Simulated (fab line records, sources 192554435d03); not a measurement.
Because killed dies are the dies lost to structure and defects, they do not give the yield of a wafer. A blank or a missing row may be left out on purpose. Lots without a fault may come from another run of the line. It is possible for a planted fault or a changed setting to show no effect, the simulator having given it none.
fab line records -- flow n5-finfet
[record] lots = 7, wafers = 21
route steps=1938 shown BEOL_M2@890 BEOL_M3@959 BEOL_M4@1028 BEOL_M5@1160 BEOL_M6@1198
start-h: hours from the record's opening day to when the first of the lot's shown wafers began -- wait-h: hours since the lot's step before -- " repeats the value in the row above -- L1.1+2: a single row standing in for several wafers -- - no value present, or no start provided -- * or withheld: withheld -- < > ~ a bound
route shown NAME@n: names a module that has steps shown in the file, with the first one's number in the route -- usual: mean/standard deviation of fault-free wafers -- same: alike in all rows -- chamber/n: place in a boat -- sites: the reading at each site -- _std_site: the standard deviation of these -- _edge_site: inner sites' mean taken away from outer sites' mean -- radius-mm: for every site, how far away it sits from the centre of the wafer -- mask NAME#n: copy n -- behind: the tool/chamber that last shaped the wafer -- hold: the reason the lot was held/the length of the hold in hours/how it ended -- device: transistor that didn't switch, given as n, p or np -- end of line: the route-end tests of the same wafers -- a step given without rows: its recipe and nothing more -- killed: dies that structure and defects cost at the first sort, which is not the same as the wafer's yield -- map: a wafer's dies, marking killed ones x, the rest . and places with no die _
set.NAME: the setting that was run; set.NAME@STEP: the one run at that earlier step -- model.NAME: the simulator's own value behind a step, which no gauge read
lots run with intentionally changed settings; tables by step, rows by wafer
[[steps]]
[step N5_BEOL_M2_TRENCH_ETCH_37]
[recipe] chemistry = C4F6/O2, target-depth-a = 555.55, target = SiOC, time-s = 29.2, ion-energy-ev = 250, pressure-mtorr = 30, source-w = 355, bias-w = 185, Ar_flow_sccm = 300, C4F6_flow_sccm = 10, O2_flow_sccm = 10
[usual] rf-vpp-V = 669/16
lot.wafer,tool,chamber,start-h,wait-h,set.bias-w,rf-vpp-V
L078.2,rie-diel-03,1,-,-,185,677
L078.4,rie-diel-03,0,-,-,185,677
L078.5,rie-diel-03,0,-,-,185,678
L082.3,rie-diel-05,2,-,-,168.7,643
L082.4,rie-diel-05,1,-,-,185,694
L082.5,rie-diel-05,0,-,-,168.7,629
L087.2,rie-diel-03,1,-,-,185,676
L087.3,rie-diel-03,3,-,-,153.4,552
L087.6,rie-diel-03,2,-,-,185,665
L089.2,rie-diel-05,2,-,-,185,692
L089.3,rie-diel-05,0,-,-,185,678
L089.5,rie-diel-05,1,-,-,153,595
L088.1,rie-diel-05,1,-,-,185,692
L088.2,rie-diel-05,3,-,-,185,683
L088.3,rie-diel-05,0,-,-,171.1,636
L092.1,rie-diel-01,2,-,-,185,654
L092.2,rie-diel-01,1,-,-,185,673
L092.5,rie-diel-01,1,-,-,200.6,717
L095.1,rie-diel-01,1,-,-,185,674
L095.4,rie-diel-01,1,-,-,158.2,593
L095.6,rie-diel-01,0,-,-,185,655
[step N5_BEOL_M2_ETCH_41]
[recipe] chemistry = CH3F/O2, target = SiCN, target-depth-a = 299, taper-deg = 2, time-s = 52.5, ion-energy-ev = 120, mask-material = TiN, pressure-mtorr = 30, source-w = 395, bias-w = 75, Ar_flow_sccm = 150, CH3F_flow_sccm = 30, O2_flow_sccm = 20
[step N5_BEOL_M2_STRIP_97]
[recipe] chemistry = N2/H2, time-s = 10, power-w = 450, temp-c = 40, pressure-mtorr = 20, rf-frequency-hz = 6e+07, bias-power-w = 7, n2-flow-sccm = 200, h2-flow-sccm = 200
[step N5_BEOL_M2_HM_STRIP_39]
[recipe] chemistry = peroxide-tin-strip, material = TiN, target-depth-a = 250, temp-c = 50, time-s = 158
lot.wafer,tool,chamber,start-h,wait-h,set.time-s@BEOL_M2_PECVD_72,model.SiO2_of_BEOL_M2_PECVD_72.thk-nm
L078.2,wet-bench-04,5,174.83,0.0,18,15.8
L078.4,wet-bench-04,1,174.83,0.0,18,16
L078.5,wet-bench-04,7,174.83,0.0,18,16.2
L082.3+4,wet-bench-04,"2,1",198.32,0.0,20.48,17.8
L082.5,wet-bench-04,5,198.32,0.0,18,16
L087.2,wet-bench-04,3,216.52,0.0,16.1,14
L087.3,wet-bench-04,5,216.52,0.0,16.1,14.4
L087.6,wet-bench-04,7,216.52,0.0,18,16
L089.2+3,wet-bench-05,"5,6",227.95,0.0,15.89,13.6
L089.5,wet-bench-05,1,227.95,0.0,18,15.6
L088.1,wet-bench-04,5,235.70,0.0,18,15.6
L088.2,wet-bench-04,4,235.70,0.0,16.1,13.8
L088.3,wet-bench-04,0,235.70,0.0,16.1,14
L092.1,wet-bench-05,2,250.06,0.0,16.28,14.4
L092.2,wet-bench-05,1,250.06,0.0,18,15.8
L092.5,wet-bench-05,0,250.06,0.0,18,16.2
L095.1,wet-bench-05,3,271.54,0.0,18,15.4
L095.4,wet-bench-05,7,271.54,0.0,18,15.8
L095.6,wet-bench-05,4,271.54,0.0,18,16
[step N5_BEOL_M3_COAT_76]
[recipe] resist = underlayer, temp-c = 205, time-s = 60, spin-rpm = 1500, resist-thk-nm = 5
lot.wafer,tool,chamber,start-h,wait-h,set.spin-rpm,model.underlayer_of_BEOL_M3_COAT_76.thk-nm
L078.2+4+5,litho-track-01,0,-,-,1500,5
L082.3+4+5,litho-track-01,0,-,-,1500,5
L087.2+3+6,litho-track-03,0,-,-,1500,5
L089.2,litho-track-03,0,-,-,1455,5
L089.3+5,litho-track-03,0,-,-,1500,5
L088.1+3,litho-track-05,0,-,-,1653,4.8
L088.2,litho-track-05,0,-,-,1500,5
L092.1+2,litho-track-01,0,-,-,1500,5
L092.5,litho-track-01,0,-,-,1667,4.8
L095.1,litho-track-03,0,-,-,1500,5
L095.4+6,litho-track-03,0,-,-,1338,5.4
[step N5_BEOL_M3_COAT_22]
[recipe] resist = CAR-EUV, spin-rpm = 1500, resist-thk-nm = 30
[step N5_BEOL_M3_EBR_24]
[recipe] solvent = PGMEA, ebr-width-mm = 1.5
[step N5_BEOL_M3_DESCUM_33]
[recipe] chemistry = O2, time-s = 7, source-power-w = 50, bias-power-w = 20, pressure-mtorr = 20, rf-frequency-hz = 2.712e+07, temp-c = 40, resist = CAR-EUV, o2-flow-sccm = 225
[step N5_BEOL_M3_ETCH_77]
[recipe] chemistry = N2/H2, target = underlayer, target-depth-a = 65, mask-material = CAR-EUV, time-s = 5.2, ion-energy-ev = 200, pressure-mtorr = 30, source-w = 840, bias-w = 150, n2-flow-sccm = 200, h2-flow-sccm = 200, ends = cleared
lot.wafer,tool,chamber,start-h,wait-h,set.spin-rpm@BEOL_M3_COAT_76,model.etch.depth-nm
L078.2,rie-diel-04,0,181.52,0.0,1500,4.993
L078.4,rie-diel-04,1,181.52,0.0,1500,4.983
L078.5,rie-diel-04,1,181.52,0.0,1500,4.989
L082.3,rie-diel-06,2,206.71,0.0,1500,4.956
L082.4,rie-diel-06,1,206.71,0.0,1500,4.958
L082.5,rie-diel-06,2,206.71,0.0,1500,4.972
L087.2,rie-diel-04,3,223.48,0.0,1500,5.013
L087.3,rie-diel-04,1,223.48,0.0,1500,5.01
L087.6,rie-diel-04,1,223.48,0.0,1500,5.021
L089.2,rie-diel-04,2,237.58,0.0,1455,5.07
L089.3,rie-diel-04,1,237.58,0.0,1500,4.979
L089.5,rie-diel-04,3,237.58,0.0,1500,4.991
L088.1,rie-diel-04,0,242.94,0.0,1653,4.757
L088.2,rie-diel-04,2,242.94,0.0,1500,4.981
L088.3,rie-diel-04,3,242.94,0.0,1653,4.76
L092.1,rie-diel-06,3,260.12,0.0,1500,5.031
L092.2,rie-diel-06,1,260.12,0.0,1500,5.029
L092.5,rie-diel-06,3,260.12,0.0,1667,4.751
L095.1,rie-diel-02,1,277.43,0.0,1500,5.024
L095.4,rie-diel-02,0,277.43,0.0,1338,5.322
L095.6,rie-diel-02,0,277.43,0.0,1338,5.312
[step N5_BEOL_M4_COAT_05]
[recipe] resist = CAR-EUV, spin-rpm = 1500, resist-thk-nm = 30
lot.wafer,tool,chamber,start-h,wait-h,set.spin-rpm,model.CAR-EUV_of_BEOL_M4_COAT_05.thk-nm
L078.2+4+5,litho-track-01,0,-,-,1500,30
L082.3,litho-track-01,0,-,-,1559,29.4
L082.4+5,litho-track-01,0,-,-,1500,30
L087.2+3,litho-track-01,0,-,-,1553,29.4
L087.6,litho-track-01,0,-,-,1500,30
L089.2,litho-track-01,0,-,-,1500,30
L089.3,litho-track-01,0,-,-,1542,29.6
L089.5,litho-track-01,0,-,-,1500,29.8
L088.1+2,litho-track-04,0,-,-,1425,30.8
L088.3,litho-track-04,0,-,-,1500,30
L092.1+5,litho-track-01,0,-,-,1500,30
L092.2,litho-track-01,0,-,-,1371,31.2
L095.1+4+6,litho-track-04,0,-,-,1500,30
[step N5_BEOL_M4_EBR_07]
[recipe] solvent = PGMEA, ebr-width-mm = 1.5
[step N5_BEOL_M4_SOFTBAKE_06]
[recipe] temp-c = 110, time-s = 60, resist = CAR-EUV
[step N5_BEOL_M4_EXPOSE_08]
[recipe] mask-id = M4, na = 0.33, source-shape = dipole, sigma-inner = 0.369, sigma-outer = 0.767, polarization = unpolarized, dose-mj = 41.25
[step N5_BEOL_M4_PEB_09]
[recipe] peb-temp-c = 100, peb-time-s = 60, resist = CAR-EUV
[step N5_BEOL_M4_DEVELOP_10]
[recipe] develop-time-s = 30, developer = TMAH, resist = CAR-EUV, rinse-liquid = surfactant-rinse, dry = air-spin, dev-temp-c = 23
lot.wafer,tool,chamber,start-h,wait-h,set.spin-rpm@BEOL_M4_COAT_05,model.CAR-EUV_of_BEOL_M4_COAT_05.thk-nm
L078.2+4+5,litho-track-01,0,-,-,1500,29.6
L082.3,litho-track-01,0,-,-,1559,29
L082.4,litho-track-01,0,-,-,1500,29.6
L082.5,litho-track-01,0,-,-,1500,29.4
L087.2+3,litho-track-02,0,-,-,1553,29
L087.6,litho-track-02,0,-,-,1500,29.4
L089.2,litho-track-02,0,-,-,1500,29.6
L089.3,litho-track-02,0,-,-,1542,29
L089.5,litho-track-02,0,-,-,1500,29.4
L088.1+2,litho-track-02,0,-,-,1425,30.4
L088.3,litho-track-02,0,-,-,1500,29.6
L092.1+5,litho-track-02,0,-,-,1500,29.6
L092.2,litho-track-02,0,-,-,1371,30.8
L095.1+4+6,litho-track-01,0,-,-,1500,29.6
[step N5_BEOL_M4_ETCH_64]
[recipe] chemistry = N2/H2, target = SOC, target-depth-a = 750, overetch-a = 225, mask-material = SiARC, temp-c = 40, time-s = 121.9, ion-energy-ev = 200, pressure-mtorr = 30, source-w = 840, bias-w = 150, n2-flow-sccm = 200, h2-flow-sccm = 200
lot.wafer,tool,chamber,start-h,wait-h,set.time-s,model.SiARC_of_BEOL_M4_COAT_62.thk-nm
L078.2+4,rie-diel-03,0,191.91,0.0,121.9,6.4
L078.5,rie-diel-03,1,191.91,0.0,121.9,6.2
L082.3,rie-diel-03,1,225.08,0.0,102.4,7
L082.4,rie-diel-03,3,225.08,0.0,121.9,6.2
L082.5,rie-diel-03,0,225.08,0.0,102.4,7.4
L087.2,rie-diel-01,0,233.74,0.0,121.9,6.4
L087.3,rie-diel-01,2,233.74,0.0,111.7,6.6
L087.6,rie-diel-01,1,233.74,0.0,111.7,6.8
L089.2+5,rie-diel-05,"1,2",246.75,0.0,121.9,6.4
L089.3,rie-diel-05,3,246.75,0.0,121.9,6
L088.1,rie-diel-03,1,264.17,0.0,95.76,7.4
L088.2+3,rie-diel-03,"3,2",264.17,0.0,121.9,6.4
L092.1+5,rie-diel-03,2,272.44,0.0,121.9,6.6
L092.2,rie-diel-03,3,272.44,0.0,121.9,6.4
L095.1+4,rie-diel-05,0,291.80,0.0,112.4,6.6
L095.6,rie-diel-05,1,291.80,0.0,121.9,6.4
[step N5_BEOL_M5_TRENCH_ETCH_37]
[recipe] chemistry = C4F6/O2, target-depth-a = 716.52, target = SiCOH_lowk, time-s = 24.7, ion-energy-ev = 250, pressure-mtorr = 30, source-w = 345, bias-w = 185, Ar_flow_sccm = 300, C4F6_flow_sccm = 10, O2_flow_sccm = 10
[usual] rf-vpp-V = 668/15
lot.wafer,tool,chamber,start-h,wait-h,set.bias-w,rf-vpp-V
L078.2,rie-diel-04,3,-,-,185,684
L078.4,rie-diel-04,1,-,-,185,653
L078.5,rie-diel-04,2,-,-,185,678
L082.3,rie-diel-04,3,-,-,151.7,583
L082.4,rie-diel-04,1,-,-,185,653
L082.5,rie-diel-04,1,-,-,185,653
L087.2,rie-diel-02,2,-,-,185,683
L087.3,rie-diel-02,0,-,-,195.1,692
L087.6,rie-diel-02,1,-,-,185,683
L089.2,rie-diel-02,2,-,-,215.2,770
L089.3,rie-diel-02,3,-,-,215.2,760
L089.5,rie-diel-02,1,-,-,185,683
L088.1,rie-diel-06,3,-,-,153,589
L088.2,rie-diel-06,1,-,-,153,544
L088.3,rie-diel-06,0,-,-,153,570
L092.1,rie-diel-06,2,-,-,185,665
L092.2,rie-diel-06,1,-,-,185,632
L092.5,rie-diel-06,0,-,-,185,661
L095.1,rie-diel-02,2,-,-,203.4,737
L095.4,rie-diel-02,3,-,-,185,673
L095.6,rie-diel-02,3,-,-,185,675
[step N5_BEOL_M5_ETCH_41]
[recipe] chemistry = CH3F/O2, target = SiCN, target-depth-a = 315, taper-deg = 2, time-s = 56.7, ion-energy-ev = 120, mask-material = TiN, pressure-mtorr = 30, source-w = 395, bias-w = 75, Ar_flow_sccm = 150, CH3F_flow_sccm = 30, O2_flow_sccm = 20
[usual] rf-vpp-V = 298.2/1.7
lot.wafer,tool,chamber,start-h,wait-h,set.source-w,rf-vpp-V
L078.2,rie-diel-04,3,-,-,395,298.1
L078.4,rie-diel-04,1,-,-,395,297.3
L078.5,rie-diel-04,2,-,-,395,297.5
L082.3,rie-diel-04,3,-,-,367.3,307.1
L082.4,rie-diel-04,1,-,-,395,297.4
L082.5,rie-diel-04,1,-,-,367.3,303.7
L087.2,rie-diel-02,2,-,-,415.4,293.5
L087.3,rie-diel-02,0,-,-,415.4,295.4
L087.6,rie-diel-02,1,-,-,395,299.6
L089.2,rie-diel-02,2,-,-,324.2,317.4
L089.3,rie-diel-02,3,-,-,395,298.6
L089.5,rie-diel-02,1,-,-,395,300.1
L088.1,rie-diel-06,3,-,-,395,298.1
L088.2,rie-diel-06,1,-,-,395,296.0
L088.3,rie-diel-06,0,-,-,395,296.7
L092.1,rie-diel-06,2,-,-,395,298.4
L092.2,rie-diel-06,1,-,-,395,294.7
L092.5,rie-diel-06,0,-,-,395,295.8
L095.1,rie-diel-02,2,-,-,395,298.5
L095.4,rie-diel-02,3,-,-,442.1,286.7
L095.6,rie-diel-02,3,-,-,442.1,288.5
[step N5_BEOL_M5_STRIP_91]
[recipe] chemistry = N2/H2, time-s = 10, power-w = 450, temp-c = 40, pressure-mtorr = 20, rf-frequency-hz = 6e+07, bias-power-w = 7, n2-flow-sccm = 200, h2-flow-sccm = 200
[step N5_BEOL_M5_OCD_MEAS_38]
[usual] trench-depth-nm = 71.8/1.3
lot.wafer,tool,chamber,start-h,wait-h,set.bias-w@BEOL_M5_TRENCH_ETCH_37,trench-depth-nm
L078.2,ocd-01,-,210.92,-,185,71.6
L078.4,ocd-01,-,210.92,-,185,71.3
L078.5,ocd-01,-,210.92,-,185,74.6
L082.3,ocd-01,-,244.93,-,151.7,66.3
L082.4,ocd-01,-,244.93,-,185,72.3
L082.5,ocd-01,-,244.93,-,185,71.4
L087.2,ocd-02,-,250.70,-,185,70.9
L087.3,ocd-02,-,250.70,-,195.1,73.9
L087.6,ocd-02,-,250.70,-,185,70.4
L089.2,ocd-01,-,262.03,-,215.2,74.7
L089.3,ocd-01,-,262.03,-,215.2,75.3
L089.5,ocd-01,-,262.03,-,185,71.4
L088.1,ocd-02,-,276.62,-,153,66.4
L088.2,ocd-02,-,276.62,-,153,68.1
L088.3,ocd-02,-,276.62,-,153,66.7
L092.1,ocd-01,-,284.61,-,185,72.2
L092.2,ocd-01,-,284.61,-,185,72.2
L092.5,ocd-01,-,284.61,-,185,71.2
L095.1,ocd-01,-,303.60,-,203.4,75.8
L095.4,ocd-01,-,303.60,-,185,70.4
L095.6,ocd-01,-,303.60,-,185,70.4
[step N5_BEOL_M6_HM_DEP_02]
[recipe] material = TiN, target-thk-a = 200, temp-c = 25, chamber-pressure-pa = 0.49996
lot.wafer,tool,chamber,start-h,wait-h,set.target-thk-a,model.TiN_of_BEOL_M6_HM_DEP_02.thk-nm
L078.2+5,pvd-sputter-03,-,221.74,2.9,200,19.8
L078.4,pvd-sputter-03,-,221.74,2.9,200,19.6
L082.3+4,pvd-sputter-01,-,253.47,1.2,200,20.2
L082.5,pvd-sputter-01,-,253.47,1.2,200,20
L087.2,pvd-sputter-02,-,262.09,1.9,200,20.2
L087.3+6,pvd-sputter-02,-,262.09,1.9,217.8,21.6
L089.2+3,pvd-sputter-03,-,270.83,0.8,180.3,18.2
L089.5,pvd-sputter-03,-,270.83,0.8,180.3,18.4
L088.1+3,pvd-sputter-03,-,285.38,0.1,200,20.2
L088.2,pvd-sputter-03,-,285.38,0.1,200,20
L092.1,pvd-sputter-02,-,294.40,1.7,200,20.2
L092.2,pvd-sputter-02,-,294.40,1.7,210.1,21.2
L092.5,pvd-sputter-02,-,294.40,1.7,200,20.4
L095.1,pvd-sputter-03,-,313.31,1.5,214.5,21
L095.4,pvd-sputter-03,-,313.31,1.5,200,19.6
L095.6,pvd-sputter-03,-,313.31,1.5,200,19.4
[step N5_BEOL_M6_COAT_59]
[recipe] resist = SOC, temp-c = 250, time-s = 60, spin-rpm = 1500, resist-thk-nm = 100
lot.wafer,tool,chamber,start-h,wait-h,set.spin-rpm,model.SOC_of_BEOL_M6_COAT_59.thk-nm
L078.2+4,litho-track-05,0,221.87,0.1,1500,99.6
L078.5,litho-track-05,0,221.87,0.1,1500,99.4
L082.3,litho-track-01,0,253.60,0.1,1500,100
L082.4+5,litho-track-01,0,253.60,0.1,1605,96.6
L087.2,litho-track-01,0,262.21,0.1,1500,100.8
L087.3,litho-track-01,0,262.21,0.1,1388,104.6
L087.6,litho-track-01,0,262.21,0.1,1388,104.4
L089.2,litho-track-01,0,270.96,0.1,1594,96.8
L089.3+5,litho-track-01,0,270.96,0.1,1500,99.8
L088.1+2,litho-track-05,0,285.51,0.1,1396,103.8
L088.3,litho-track-05,0,285.51,0.1,1500,99.6
L092.1,litho-track-02,0,294.52,0.1,1500,100.4
L092.2,litho-track-02,0,294.52,0.1,1500,100.2
L092.5,litho-track-02,0,294.52,0.1,1442,102.2
L095.1+4,litho-track-02,0,313.43,0.1,1668,94.6
L095.6,litho-track-02,0,313.43,0.1,1500,100.2
[step N5_BEOL_M6_COAT_60]
[recipe] resist = SiARC, temp-c = 220, time-s = 60, spin-rpm = 1500, resist-thk-nm = 35
[step N5_BEOL_M6_COAT_05]
[recipe] resist = CAR-ArF, spin-rpm = 1500, resist-thk-nm = 90
[step N5_BEOL_M6_DESCUM_16]
[recipe] chemistry = O2, time-s = 7.9, source-power-w = 50, bias-power-w = 20, pressure-mtorr = 20, rf-frequency-hz = 2.712e+07, temp-c = 40, resist = CAR-ArF, o2-flow-sccm = 225
[step N5_BEOL_M6_ETCH_61]
[recipe] chemistry = CF4, target = SiARC, target-depth-a = 455, mask-material = CAR-ArF, time-s = 75.8, ion-energy-ev = 80, pressure-mtorr = 40, source-w = 545, bias-w = 36, Ar_flow_sccm = 100, cf4-flow-sccm = 100, ends = cleared
[step N5_BEOL_M6_ETCH_62]
[recipe] chemistry = N2/H2, target = SOC, target-depth-a = 1100, overetch-a = 220, mask-material = SiARC, temp-c = 40, time-s = 165, ion-energy-ev = 200, pressure-mtorr = 30, source-w = 840, bias-w = 150, n2-flow-sccm = 200, h2-flow-sccm = 200
lot.wafer,tool,chamber,start-h,wait-h,set.spin-rpm@BEOL_M6_COAT_59,model.etch.depth-nm
L078.2,rie-diel-01,3,222.57,0.0,1500,99.67
L078.4,rie-diel-01,1,222.57,0.0,1500,99.55
L078.5,rie-diel-01,0,222.57,0.0,1500,99.42
L082.3,rie-diel-01,1,254.25,0.0,1500,100.1
L082.4,rie-diel-01,2,254.25,0.0,1605,96.64
L082.5,rie-diel-01,3,254.25,0.0,1605,96.69
L087.2,rie-diel-05,1,263.28,0.0,1500,100.8
L087.3,rie-diel-05,2,263.28,0.0,1388,104.6
L087.6,rie-diel-05,1,263.28,0.0,1388,104.3
L089.2,rie-diel-01,1,271.57,0.0,1594,96.86
L089.3,rie-diel-01,2,271.57,0.0,1500,99.84
L089.5,rie-diel-01,1,271.57,0.0,1500,99.87
L088.1+2,rie-diel-03,"3,2",286.07,0.0,1396,103.7
L088.3,rie-diel-03,0,286.07,0.0,1500,99.68
L092.1,rie-diel-03,0,294.95,0.0,1500,100.4
L092.2,rie-diel-03,1,294.95,0.0,1500,100.2
L092.5,rie-diel-03,3,294.95,0.0,1442,102.2
L095.1,rie-diel-05,2,313.86,0.0,1668,94.64
L095.4,rie-diel-05,0,313.86,0.0,1668,94.66
L095.6,rie-diel-05,2,313.86,0.0,1500,100.3
[step N5_BEOL_M6_STRIP_68]
[recipe] chemistry = N2/H2, temp-c = 40, n2-flow-sccm = 200, h2-flow-sccm = 200, rf-frequency-hz = 6e+07
[step N5_BEOL_M6_STRIP_67]
[recipe] chemistry = CF4, resist = SiARC, power-w = 300, bias-power-w = 75, pressure-mtorr = 50, cf4-flow-sccm = 150, rf-frequency-hz = 6e+07
[step N5_BEOL_M6_HM_OPEN_17]
[recipe] chemistry = Cl2/BCl3, target-depth-a = 200, overetch-a = 60, target = TiN, mask-material = SOC, ion-energy-ev = 150, pressure-mtorr = 10, icp-w = 1000, bias-w = 126, Cl2_flow_sccm = 53.25, bcl3-flow-sccm = 21.75, Ar_flow_sccm = 25
lot.wafer,tool,chamber,start-h,wait-h,set.target-thk-a@BEOL_M6_HM_DEP_02,set.spin-rpm@BEOL_M6_COAT_59,model.SOC_of_BEOL_M6_COAT_59.thk-nm,model.etch.depth-nm
L078.2,rie-metal-02,1,222.75,0.0,200,1500,92,19.88
L078.4,rie-metal-02,0,222.75,0.0,200,1500,91.6,19.61
L078.5,rie-metal-02,0,222.75,0.0,200,1500,91.4,19.79
L082.3,rie-metal-02,0,254.48,0.1,200,1500,92,20.14
L082.4,rie-metal-02,1,254.48,0.1,200,1605,89,20.11
L082.5,rie-metal-02,0,254.48,0.1,200,1605,88.6,20.08
L087.2,rie-metal-02,0,263.47,0.0,200,1500,92.8,20.18
L087.3,rie-metal-02,1,263.47,0.0,217.8,1388,97,21.62
L087.6,rie-metal-02,1,263.47,0.0,217.8,1388,96.8,21.57
L089.2,rie-metal-03,1,271.76,0.0,180.3,1594,89.2,18.25
L089.3,rie-metal-03,0,271.76,0.0,180.3,1500,91.8,18.26
L089.5,rie-metal-03,1,271.76,0.0,180.3,1500,92.2,18.35
L088.1,rie-metal-03,0,286.25,0.0,200,1396,95.8,20.15
L088.2,rie-metal-03,1,286.25,0.0,200,1396,96,20.1
L088.3,rie-metal-03,0,286.25,0.0,200,1500,91.6,20.13
L092.1,rie-metal-01,1,295.14,0.0,200,1500,92.6,20.2
L092.2,rie-metal-01,0,295.14,0.0,210.1,1500,92.2,21.26
L092.5,rie-metal-01,1,295.14,0.0,200,1442,94.4,20.43
L095.1,rie-metal-01,1,314.05,0.0,214.5,1668,87,21.06
L095.4,rie-metal-01,0,314.05,0.0,200,1668,86.8,19.57
L095.6,rie-metal-01,0,314.05,0.0,200,1500,92.2,19.31
[step N5_BEOL_M6_STRIP_19]
[recipe] chemistry = O2, power-w = 400, temp-c = 40, pressure-mtorr = 30, rf-frequency-hz = 6e+07, bias-power-w = 0, overash-fraction = 0.2, o2-flow-sccm = 225
[step N5_BEOL_M6_STRIP_76]
[recipe] chemistry = C4F6/O2, resist = SiARC, rf-frequency-hz = 6e+07
[step N5_BEOL_M6_STRIP_36]
[recipe] chemistry = N2/H2, power-w = 450, temp-c = 40, pressure-mtorr = 20, rf-frequency-hz = 6e+07, overash-fraction = 0.3, bias-power-w = 7, h2-frac = 0.5, n2-flow-sccm = 200, h2-flow-sccm = 200
[step N5_BEOL_M6_TRENCH_ETCH_37]
[recipe] chemistry = C4F6/O2, target-depth-a = 944.35, target = SiCOH_lowk, time-s = 31.5, ion-energy-ev = 250, pressure-mtorr = 30, source-w = 345, bias-w = 185, Ar_flow_sccm = 300, C4F6_flow_sccm = 10, O2_flow_sccm = 10
lot.wafer,tool,chamber,start-h,wait-h,set.target-thk-a@BEOL_M6_HM_DEP_02,model.TiN_of_BEOL_M6_HM_DEP_02.thk-nm
L078.2+5,rie-diel-05,"3,0",-,-,200,17
L078.4,rie-diel-05,0,-,-,200,16.8
L082.3+4+5,rie-diel-03,"1,2,2",-,-,200,17.4
L087.2,rie-diel-05,3,-,-,200,17.4
L087.3+6,rie-diel-05,"0,3",-,-,217.8,18.8
L089.2,rie-diel-01,2,-,-,180.3,15.4
L089.3+5,rie-diel-01,0,-,-,180.3,15.6
L088.1+2+3,rie-diel-01,"2,1,0",-,-,200,17.4
L092.1,rie-diel-03,3,-,-,200,17.6
L092.2,rie-diel-03,1,-,-,210.1,18.6
L092.5,rie-diel-03,3,-,-,200,17.8
L095.1,rie-diel-05,3,-,-,214.5,18.2
L095.4,rie-diel-05,2,-,-,200,17
L095.6,rie-diel-05,2,-,-,200,16.6
[[key]]
[split] step = N5_BEOL_M2_TRENCH_ETCH_37, setting = bias-w, stated = 185, by = wafer
[response] step = N5_BEOL_M2_TRENCH_ETCH_37, reading = rf-vpp-V, change = +5.93, per = 1%, r = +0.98
[split] step = N5_BEOL_M3_COAT_76, setting = spin-rpm, stated = 1500, by = wafer
[response] step = N5_BEOL_M3_COAT_76, reading = model.underlayer_of_BEOL_M3_COAT_76.thk-nm, change = -0.0243, per = 1%, r = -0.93
[response] step = N5_BEOL_M3_ETCH_77, reading = model.etch.depth-nm, change = -0.0249, per = 1%, r = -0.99
[split] step = N5_BEOL_M4_COAT_05, setting = spin-rpm, stated = 1500, by = wafer
[response] step = N5_BEOL_M4_COAT_05, reading = model.CAR-EUV_of_BEOL_M4_COAT_05.thk-nm, change = -0.146, per = 1%, r = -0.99
[response] step = N5_BEOL_M4_DEVELOP_10, reading = model.CAR-EUV_of_BEOL_M4_COAT_05.thk-nm, change = -0.142, per = 1%, r = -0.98
[split] step = N5_BEOL_M4_ETCH_64, setting = time-s, stated = 121.9, by = wafer
[response] step = N5_BEOL_M4_ETCH_64, reading = model.SiARC_of_BEOL_M4_COAT_62.thk-nm, change = -0.049, per = 1%, r = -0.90
[split] step = N5_BEOL_M5_TRENCH_ETCH_37, setting = bias-w, stated = 185, by = wafer
[response] step = N5_BEOL_M5_TRENCH_ETCH_37, reading = rf-vpp-V, change = +4.54, per = 1%, r = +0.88
[response] step = N5_BEOL_M5_OCD_MEAS_38, reading = trench-depth-nm, change = +0.318, per = 1%, r = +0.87
[split] step = N5_BEOL_M5_ETCH_41, setting = source-w, stated = 395, by = wafer
[response] step = N5_BEOL_M5_ETCH_41, reading = rf-vpp-V, change = -0.992, per = 1%, r = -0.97
[split] step = N5_BEOL_M6_HM_DEP_02, setting = target-thk-a, stated = 200, by = wafer
[response] step = N5_BEOL_M6_HM_DEP_02, reading = model.TiN_of_BEOL_M6_HM_DEP_02.thk-nm, change = +0.177, per = 1%, r = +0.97
[response] step = N5_BEOL_M6_HM_OPEN_17, reading = model.etch.depth-nm, change = +0.185, per = 1%, r = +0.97
[response] step = N5_BEOL_M6_TRENCH_ETCH_37, reading = model.TiN_of_BEOL_M6_HM_DEP_02.thk-nm, change = +0.173, per = 1%, r = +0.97
[split] step = N5_BEOL_M6_COAT_59, setting = spin-rpm, stated = 1500, by = wafer
[response] step = N5_BEOL_M6_COAT_59, reading = model.SOC_of_BEOL_M6_COAT_59.thk-nm, change = -0.51, per = 1%, r = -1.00
[response] step = N5_BEOL_M6_ETCH_62, reading = model.etch.depth-nm, change = -0.507, per = 1%, r = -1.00
[response] step = N5_BEOL_M6_HM_OPEN_17, reading = model.SOC_of_BEOL_M6_COAT_59.thk-nm, change = -0.504, per = 1%, r = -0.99
split outside-this-file step=N5_BEOL_M2_PECVD_72 setting=time-s
// split outside-this-file: this setting was split too, and the file shows its column; the key of that split is in another file
